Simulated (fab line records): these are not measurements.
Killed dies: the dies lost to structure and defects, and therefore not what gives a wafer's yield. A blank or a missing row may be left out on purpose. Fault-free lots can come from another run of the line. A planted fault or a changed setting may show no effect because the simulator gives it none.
fab line records | flow n5-finfet
[record] lots = 12 | wafers = 33 | last-day = 18
route steps=1938 shown SD_EPI_N@273
lots with no fault: from the same line, run without faults
start-h: hours from the record's opening day to when the first of the lot's shown wafers began | wait-h: hours since the lot's step before | " same as the row above | L1.1+2: one row covering several wafers at once | - no value, or no start given | * or withheld: withheld | < > ~ a bound
route shown NAME@n: a module of which the file shows steps, and the number in the route of the first | usual: the fault-free wafers' mean and standard deviation | same: alike in all rows | chamber/n: place in a boat | sites: readings site by site | _std_site: their standard deviation | _edge_site: the outer-site mean with the inner-site mean subtracted | radius-mm: for every site, how far away it sits from the centre of the wafer | mask NAME#n: copy n | behind: the last tool/chamber to shape the wafer | hold: reason for holding the lot/hours on hold/outcome of the hold | device: whichever transistor did not switch (one of n, p or np) | end of line: at the end of the route, the tests of the same wafers | a step given without rows: its recipe and nothing more | killed: not the wafer's yield, but the dies lost to structure and defects at the first sort | map: the dies of a wafer, with x for killed, . for not killed, _ for no die there
set.NAME: the setting as run; set.NAME@STEP: as run at that earlier step | model.NAME: the simulator's own value behind a step, which no gauge read
steps of the route over a sample of lots; a table a step, a row a wafer
services: from which hour (start-h, from the record's first day; less than 0 if before it) a tool's chamber was out of use, for how many hours, and why
[[steps]]
[step N5_SD_EPI_N_DESCUM_14]
[recipe] chemistry = O2 | time-s = 7.9 | source-power-w = 50 | bias-power-w = 20 | pressure-mtorr = 20 | rf-frequency-hz = 2.712e+07 | temp-c = 40 | resist = CAR-ArF-block | o2-flow-sccm = 225
[usual] drypump-motor-current-A = 5.5/0.45 | oes-product-au = 0.80/0.067 | rf-vpp-V = 243.2/1.4 | showerhead-plenum-p-Torr = 2.11/0.067 | temp-c = 40.01/0.12 | throttle-valve-pct = 20.39/0.18
[same] time-s = 7.9
lot.wafer | tool        | chamber | start-h | wait-h | drypump-motor-current-A | oes-product-au | rf-hours-counter-h | rf-vpp-V | showerhead-plenum-p-Torr | temp-c | throttle-valve-pct
L665.2    | rie-diel-02 | 2       | 51.12   | 0.0    | 5.7                     | 0.83           | 54                 | 246.3    | 2.18                     | 40.07  | 20.08
L665.3    | "           | 0       | "       | "      | 6.1                     | 0.85           | 77                 | 241.4    | 2.01                     | 40.16  | 20.23
L665.5    | "           | 1       | "       | "      | 5.2                     | 0.80           | -                  | 242.2    | 2.11                     | 40.27  | 20.27
L666.3    | rie-diel-04 | 1       | 56.24   | 0.1    | 5.8                     | 0.83           | 85                 | 243.7    | 2.15                     | 40.09  | 20.49
L666.4    | "           | 2       | "       | "      | 4.7                     | 0.71           | -                  | 244.3    | 2.14                     | 40.11  | 20.74
L666.6    | "           | 1       | "       | "      | 5.8                     | 0.83           | -                  | 242.6    | 2.15                     | 40.24  | 20.49
L667.1    | rie-diel-04 | 0       | 62.82   | 0.4    | 5.6                     | 0.72           | 197                | 242.7    | 2.01                     | 40.17  | 20.43
L667.2    | "           | 2       | "       | "      | 4.8                     | 0.71           | 233                | 242.3    | 2.14                     | 40.30  | 20.74
L667.6    | "           | 2       | "       | "      | 4.7                     | 0.72           | -                  | 245.7    | 2.14                     | 40.14  | 20.74
L669.1    | rie-diel-02 | 2       | 73.03   | 0.0    | 5.8                     | 0.81           | 64                 | 244.5    | 2.18                     | 39.67  | 20.09
L669.4    | "           | 3       | "       | "      | 4.9                     | 0.91           | 12                 | 243.4    | 2.17                     | 39.97  | 20.60
L670.1    | rie-diel-02 | 0       | 78.71   | 0.0    | 6.1                     | 0.83           | 88                 | 242.3    | 2.00                     | 39.80  | 20.22
L670.6    | "           | 3       | "       | "      | 4.8                     | 0.91           | -                  | 244.4    | 2.17                     | 40.04  | 20.62
L672.4    | rie-diel-02 | 2       | 94.53   | 0.1    | 5.8                     | 0.81           | 71                 | 244.3    | 2.18                     | 40.09  | 20.11
L672.6    | "           | 1       | "       | "      | 5.2                     | 0.78           | -                  | 243.6    | 2.10                     | 40.05  | 20.28
L673.2    | rie-diel-02 | 2       | 97.41   | 0.0    | 5.8                     | 0.82           | 72                 | 244.6    | 2.18                     | 40.09  | 20.11
L673.4    | "           | 3       | "       | "      | 4.9                     | 0.90           | 19                 | 243.7    | 2.17                     | 40.07  | 20.63
L673.5    | "           | 0       | "       | "      | 6.1                     | 0.82           | -                  | 241.9    | 2.00                     | 40.03  | 20.25
L674.2    | rie-diel-02 | 0       | 104.76  | 0.0    | 6.2                     | 0.81           | 97                 | 240.5    | 2.00                     | 39.89  | 20.26
L674.3    | "           | 3       | "       | "      | 4.9                     | 0.89           | 22                 | 244.5    | 2.17                     | 39.92  | 20.65
L674.4    | "           | 1       | "       | "      | 5.2                     | 0.78           | 101                | 242.0    | 2.10                     | 40.04  | 20.29
L678.3    | rie-diel-04 | 3       | 128.02  | 0.0    | 5.6                     | 0.72           | 180                | 244.6    | 2.17                     | 39.97  | 20.36
L678.4    | "           | 2       | "       | "      | 4.7                     | 0.99           | 1                  | 244.3    | 2.13                     | 39.88  | 20.36
L678.6    | "           | 1       | "       | "      | 5.8                     | 0.81           | -                  | 244.2    | 2.13                     | 39.98  | 20.55
L681.1    | rie-diel-01 | 0       | 145.65  | 0.2    | 6.3                     | 0.76           | 116                | 241.7    | 2.04                     | 39.87  | 20.64
L681.2    | "           | 1       | "       | "      | 5.8                     | 0.80           | 86                 | 242.3    | 2.03                     | 40.14  | 20.16
L681.4    | "           | 2       | "       | "      | 5.6                     | 0.80           | 79                 | 241.9    | 2.12                     | 40.19  | 20.29
L685.1    | rie-diel-01 | 3       | 169.03  | 0.5    | 5.4                     | 0.75           | 126                | 242.6    | 2.02                     | 40.09  | 20.64
L685.3    | "           | 1       | "       | "      | 5.7                     | 0.79           | 93                 | 241.9    | 2.03                     | 39.99  | 20.18
L685.5    | "           | 2       | "       | "      | 5.6                     | 0.81           | -                  | 242.3    | 2.12                     | 39.93  | 20.28
L686.4    | rie-diel-04 | 2       | 177.34  | 0.0    | 4.7                     | 0.91           | 16                 | 243.6    | 2.13                     | 39.88  | 20.38
L686.5    | "           | 1       | "       | "      | 5.8                     | 0.78           | -                  | 242.1    | 2.13                     | 39.72  | 20.57
L686.6    | "           | 2       | "       | "      | 4.7                     | 0.92           | -                  | 243.9    | 2.13                     | 39.90  | 20.38
[step N5_SD_EPI_N_ETCH_16]
[recipe] chemistry = CHF3/O2 | target = SiO2 | target-depth-a = 50 | mask-material = SOC | pressure-mtorr = 30 | source-w = 650 | bias-w = 170 | Ar_flow_sccm = 200 | CHF3_flow_sccm = 50 | O2_flow_sccm = 5 | ion-energy-ev = 200
[usual] drypump-motor-current-A = 5.5/0.45 | oes_o_777_au = 0.80/0.075 | oes-product-au = 0.80/0.065 | rf-vpp-V = 526/17 | showerhead-plenum-p-Torr = 2.43/0.086 | throttle-valve-pct = 18.87/0.12
lot.wafer | tool        | chamber | start-h | wait-h | drypump-motor-current-A | oes_o_777_au | oes-product-au | rf-hours-counter-h | rf-vpp-V | showerhead-plenum-p-Torr | throttle-valve-pct
L665.2    | rie-diel-02 | 2       | 51.73   | 0.1    | 5.8                     | 0.77         | 0.81           | 55                 | 511      | 2.58                     | 18.87
L665.3    | "           | 0       | "       | "      | 6.1                     | 0.80         | 0.84           | 77                 | 551      | 2.32                     | 18.79
L665.5    | "           | 1       | "       | "      | 5.2                     | 0.79         | 0.80           | -                  | 536      | 2.45                     | 18.85
L666.3    | rie-diel-04 | 1       | 56.86   | 0.1    | 5.8                     | 0.85         | 0.82           | 85                 | 542      | 2.47                     | 18.86
L666.4    | "           | 2       | "       | "      | 4.8                     | 0.72         | 0.71           | -                  | 494      | 2.48                     | 19.35
L666.6    | "           | 1       | "       | "      | 5.8                     | 0.85         | 0.83           | -                  | 541      | 2.47                     | 18.87
L667.1    | rie-diel-04 | 0       | 63.43   | 0.1    | 5.5                     | 0.74         | 0.73           | 197                | 522      | 2.29                     | 18.80
L667.2    | "           | 2       | "       | "      | 4.8                     | 0.72         | 0.71           | 234                | 493      | 2.48                     | 19.33
L667.6    | "           | 2       | "       | "      | 4.8                     | 0.71         | 0.72           | -                  | 495      | 2.48                     | 19.36
L669.1    | rie-diel-02 | 2       | 73.64   | 0.1    | 5.8                     | 0.76         | 0.80           | 64                 | 511      | 2.57                     | 18.90
L669.4    | "           | 3       | "       | "      | 4.9                     | 0.95         | 0.93           | 12                 | 529      | 2.45                     | 18.79
L670.1    | rie-diel-02 | 0       | 79.33   | 0.1    | 6.2                     | 0.79         | 0.83           | 88                 | 551      | 2.32                     | 18.78
L670.6    | "           | 3       | "       | "      | 4.9                     | 0.94         | 0.91           | -                  | 529      | 2.45                     | 18.79
L672.4    | rie-diel-02 | 2       | 95.14   | 0.1    | 5.8                     | 0.75         | 0.79           | 71                 | 512      | 2.57                     | 18.91
L672.6    | "           | 1       | "       | "      | 5.2                     | 0.77         | 0.80           | -                  | 534      | 2.45                     | 18.88
L673.2    | rie-diel-02 | 2       | 98.02   | 0.1    | 5.8                     | 0.75         | 0.79           | 72                 | 513      | 2.57                     | 18.92
L673.4    | "           | 3       | "       | "      | 4.9                     | 0.93         | 0.90           | 20                 | 529      | 2.45                     | 18.78
L673.5    | "           | 0       | "       | "      | 6.1                     | 0.79         | 0.82           | -                  | 550      | 2.31                     | 18.81
L674.2    | rie-diel-02 | 0       | 105.37  | 0.1    | 6.1                     | 0.78         | 0.83           | 97                 | 550      | 2.31                     | 18.80
L674.3    | "           | 3       | "       | "      | 4.9                     | 0.93         | 0.90           | 23                 | 528      | 2.45                     | 18.81
L674.4    | "           | 1       | "       | "      | 5.2                     | 0.76         | 0.80           | 101                | 536      | 2.44                     | 18.90
L678.3    | rie-diel-04 | 3       | 128.63  | 0.1    | 5.7                     | 0.73         | 0.73           | 180                | 525      | 2.49                     | 18.87
L678.4    | "           | 2       | "       | "      | 4.7                     | 0.99         | 0.97           | 1                  | 495      | 2.47                     | 18.92
L678.6    | "           | 1       | "       | "      | 5.8                     | 0.82         | 0.79           | -                  | 541      | 2.45                     | 18.91
L681.1    | rie-diel-01 | 0       | 146.27  | 0.1    | 6.3                     | 0.78         | 0.77           | 117                | 495      | 2.31                     | 18.94
L681.2    | "           | 1       | "       | "      | 5.8                     | 0.79         | 0.82           | 87                 | 537      | 2.36                     | 18.77
L681.4    | "           | 2       | "       | "      | 5.6                     | 0.82         | 0.80           | 80                 | 513      | 2.41                     | 18.60
L685.1    | rie-diel-01 | 3       | 169.65  | 0.1    | 5.4                     | 0.78         | 0.76           | 127                | 547      | 2.33                     | 19.08
L685.3    | "           | 1       | "       | "      | 5.8                     | 0.78         | 0.81           | 93                 | 537      | 2.36                     | 18.78
L685.5    | "           | 2       | "       | "      | 5.6                     | 0.82         | 0.79           | -                  | 512      | 2.41                     | 18.62
L686.4    | rie-diel-04 | 2       | 177.96  | 0.1    | 4.8                     | 0.94         | 0.90           | 17                 | 493      | 2.47                     | 18.95
L686.5    | "           | 1       | "       | "      | 5.8                     | 0.80         | 0.79           | -                  | 541      | 2.45                     | 18.95
L686.6    | "           | 2       | "       | "      | 4.7                     | 0.93         | 0.91           | -                  | 495      | 2.47                     | 18.95
[step N5_SD_EPI_N_EPI_21]
[recipe] material = Si:P | dopant = P | temp-c = 680 | pressure-torr = 255 | time-s = 690
[usual] epi-growth-time-s = 690/0
lot.wafer | tool         | chamber | start-h | wait-h | epi-growth-time-s
L665.2    | epi-rpcvd-01 | 0       | 53.09   | 0.4    | 690
L665.3    | "            | 0       | "       | "      | 690
L665.5    | "            | 0       | "       | "      | 690
L666.3    | epi-rpcvd-01 | 0       | 58.50   | 0.7    | 690
L666.4    | "            | 0       | "       | "      | 690
L666.6    | "            | 0       | "       | "      | 690
L667.1    | epi-rpcvd-01 | 0       | 64.54   | 0.1    | 690
L667.2    | "            | 0       | "       | "      | 690
L667.6    | "            | 0       | 65.94   | 1.4    | 690
L669.1    | epi-rpcvd-03 | 0       | 74.75   | 0.1    | 690
L669.4    | "            | 0       | "       | "      | 690
L670.1    | epi-rpcvd-04 | 0       | 80.39   | 0.1    | 690
L670.6    | "            | 0       | 81.79   | 1.4    | 690
L672.4    | epi-rpcvd-04 | 0       | 97.07   | 0.9    | 690
L672.6    | "            | 0       | "       | "      | 690
L673.2    | epi-rpcvd-03 | 0       | 99.38   | 0.4    | 690
L673.4    | "            | 0       | "       | "      | 690
L673.5    | "            | 0       | "       | "      | 690
L674.2    | epi-rpcvd-03 | 0       | 106.73  | 0.4    | 690
L674.3    | "            | 0       | "       | "      | 690
L674.4    | "            | 0       | "       | "      | 690
L678.3    | epi-rpcvd-03 | 0       | 130.25  | 0.7    | 930.76
L678.4    | "            | 0       | "       | "      | 930.76
L678.6    | "            | 0       | "       | "      | 930.76
L681.1    | epi-rpcvd-03 | 0       | 147.32  | 0.1    | 690
L681.2    | "            | 0       | "       | "      | 690
L681.4    | "            | 0       | "       | "      | 930.76
L685.1    | epi-rpcvd-04 | 0       | 170.95  | 0.2    | 690
L685.3    | "            | 0       | "       | "      | 690
L685.5    | "            | 0       | "       | "      | 690
L686.4    | epi-rpcvd-04 | 0       | 180.95  | 1.6    | 690
L686.5    | "            | 0       | "       | "      | 690
L686.6    | "            | 0       | "       | "      | 690
[step N5_SD_EPI_N_EPI_MEAS_23]
[recipe] mode = xrd
[usual] thk-nm = 59.0/1.3
lot.wafer | tool          | chamber | start-h | wait-h | thk-nm
L665.2    | film-metro-02 | -       | 54.53   | 1.2    | 58.6
L665.3    | "             | -       | "       | "      | 59.9
L665.5    | "             | -       | "       | "      | 60.9
L666.3    | film-metro-02 | -       | 59.66   | 0.9    | 60.1
L666.4    | "             | -       | "       | "      | 58.9
L666.6    | "             | -       | "       | "      | 57.7
L667.1    | film-metro-01 | -       | 66.25   | 1.4    | 59.2
L667.2    | "             | -       | "       | "      | 58.3
L667.6    | "             | -       | "       | "      | 57.8
L669.1    | film-metro-01 | -       | 76.46   | 1.4    | 56.9
L669.4    | "             | -       | "       | "      | 59.5
L670.1    | film-metro-01 | -       | 82.11   | 1.4    | 59.2
L670.6    | "             | -       | "       | "      | 56.5
L672.4    | film-metro-01 | -       | 97.95   | 0.6    | 60.8
L672.6    | "             | -       | "       | "      | 60.1
L673.2    | film-metro-01 | -       | 100.82  | 1.2    | 59.5
L673.4    | "             | -       | "       | "      | 58.8
L673.5    | "             | -       | "       | "      | 58.0
L674.2    | film-metro-01 | -       | 108.17  | 1.2    | 59.4
L674.3    | "             | -       | "       | "      | 58.6
L674.4    | "             | -       | "       | "      | 57.8
L678.3    | film-metro-01 | -       | 131.41  | 0.9    | 72.9
L678.4    | "             | -       | "       | "      | 72.7
L678.6    | "             | -       | "       | "      | 72.1
L681.1    | film-metro-01 | -       | 149.04  | 1.4    | 58.5
L681.2    | "             | -       | "       | "      | 57.6
L681.4    | "             | -       | "       | "      | 74.0
L685.1    | film-metro-01 | -       | 173.24  | 1.9    | 61.2
L685.3    | "             | -       | "       | "      | 60.5
L685.5    | "             | -       | "       | "      | 57.1
L686.4    | film-metro-02 | -       | 182.49  | 1.0    | 57.9
L686.5    | "             | -       | "       | "      | 58.3
L686.6    | "             | -       | "       | "      | 60.0
[step N5_SD_EPI_N_INSPECT_26]
[recipe] inspect-instrument = darkfield | mode = post-epi
[usual] raw-defect-count = 201/40
lot.wafer | tool              | chamber | start-h | wait-h | raw-defect-count
L665.2    | defect-inspect-01 | -       | 55.08   | 0.1    | 172
L665.3    | "                 | -       | "       | "      | 178
L665.5    | "                 | -       | "       | "      | 188
L666.3    | defect-inspect-02 | -       | 60.21   | 0.1    | 146
L666.4    | "                 | -       | "       | "      | 162
L666.6    | "                 | -       | "       | "      | 157
L667.1    | defect-inspect-02 | -       | 66.84   | 0.1    | 298
L667.2    | "                 | -       | "       | "      | 326
L667.6    | "                 | -       | "       | "      | 338
L669.1    | defect-inspect-02 | -       | 77.09   | 0.1    | 195
L669.4    | "                 | -       | "       | "      | 181
L670.1    | defect-inspect-02 | -       | 83.17   | 0.1    | 167
L670.6    | "                 | -       | "       | "      | 158
L672.4    | defect-inspect-01 | -       | 99.77   | 0.1    | 231
L672.6    | "                 | -       | "       | "      | 187
L673.2    | defect-inspect-01 | -       | 101.38  | 0.1    | 116
L673.4    | "                 | -       | "       | "      | 163
L673.5    | "                 | -       | "       | "      | 130
L674.2    | defect-inspect-02 | -       | 108.72  | 0.1    | 200
L674.3    | "                 | -       | "       | "      | 188
L674.4    | "                 | -       | "       | "      | 170
L678.3    | defect-inspect-01 | -       | 131.96  | 0.1    | 179
L678.4    | "                 | -       | "       | "      | 213
L678.6    | "                 | -       | "       | "      | 173
L681.1    | defect-inspect-01 | -       | 149.61  | 0.1    | 183
L681.2    | "                 | -       | "       | "      | 234
L681.4    | "                 | -       | "       | "      | 195
L685.1    | defect-inspect-02 | -       | 173.80  | 0.1    | 192
L685.3    | "                 | -       | "       | "      | 234
L685.5    | "                 | -       | "       | "      | 176
L686.4    | defect-inspect-02 | -       | 183.59  | 0.0    | 244
L686.5    | "                 | -       | "       | "      | 184
L686.6    | "                 | -       | "       | "      | 156
[[services]]
tool         | chamber | start-h | hours | kind
epi-rpcvd-04 | -       | 27.17   | 2.3   | repair
rie-diel-02  | 3       | 27.84   | -     | clean
rie-diel-02  | 3       | 27.84   | -     | consumable-replace:focus-ring
rie-diel-02  | 3       | 27.84   | 13.8  | scheduled-down
rie-diel-02  | 3       | 27.84   | 13.8  | vent-cycle
rie-diel-01  | -       | 55.43   | 14.6  | pm
rie-diel-01  | 1       | 71.65   | 13.0  | repair
rie-diel-04  | 3       | 85.35   | 15.4  | repair
rie-diel-01  | 3       | 89.17   | 31.4  | repair
rie-diel-04  | 2       | 100.77  | -     | clean
rie-diel-04  | 2       | 100.77  | -     | consumable-replace:focus-ring
rie-diel-04  | 2       | 100.77  | 24.5  | scheduled-down
rie-diel-04  | 2       | 100.77  | 24.5  | vent-cycle
rie-diel-01  | -       | 116.22  | 0.3   | repair
rie-diel-04  | -       | 134.04  | 2.8   | pm
epi-rpcvd-01 | -       | 153.38  | 28.1  | pm
epi-rpcvd-03 | -       | 165.99  | 0.5   | pm
rie-diel-02  | 2       | 180.71  | 1.5   | repair
[[key]]
[first-sign] step = N5_SD_EPI_N_EPI_21 | reading = epi-growth-time-s | direction = up | sigmas = 99+ | usual = * | struck = *
[effect] step = N5_SD_EPI_N_EPI_MEAS_23 | reading = thk-nm | direction = up | sigmas = 11 | usual = * | struck = *
met-at N5_SD_EPI_N_EPI_21
struck-lots L678,L681
struck-wafers L678.3,L678.4,L678.6,L681.4
tester-left-out L678,L681
not-acting-at N5_SD_EPI_N_DESCUM_14,N5_SD_EPI_N_ETCH_16,N5_SD_EPI_N_INSPECT_26
onset-between 106.73 130.25
[fault] kind = process-parameter-drift | tool = epi-rpcvd-03 | chamber = - | onset-h = 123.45 | steps = N5_SD_EPI_N_EPI_21 | channel = epi-growth-time-s | offset = * | shape = step | end-h = 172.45 | scope = struck-wafers-only | acts-in = * | stated = *
// tester-left-out: of these lots the tester's yield and bins aren't shown, on N5 and GAA mostly nor the transistor test; their killed dies are dies lost to structure and defects alone, not to doping, threshold or leakage, so they don't give the yield
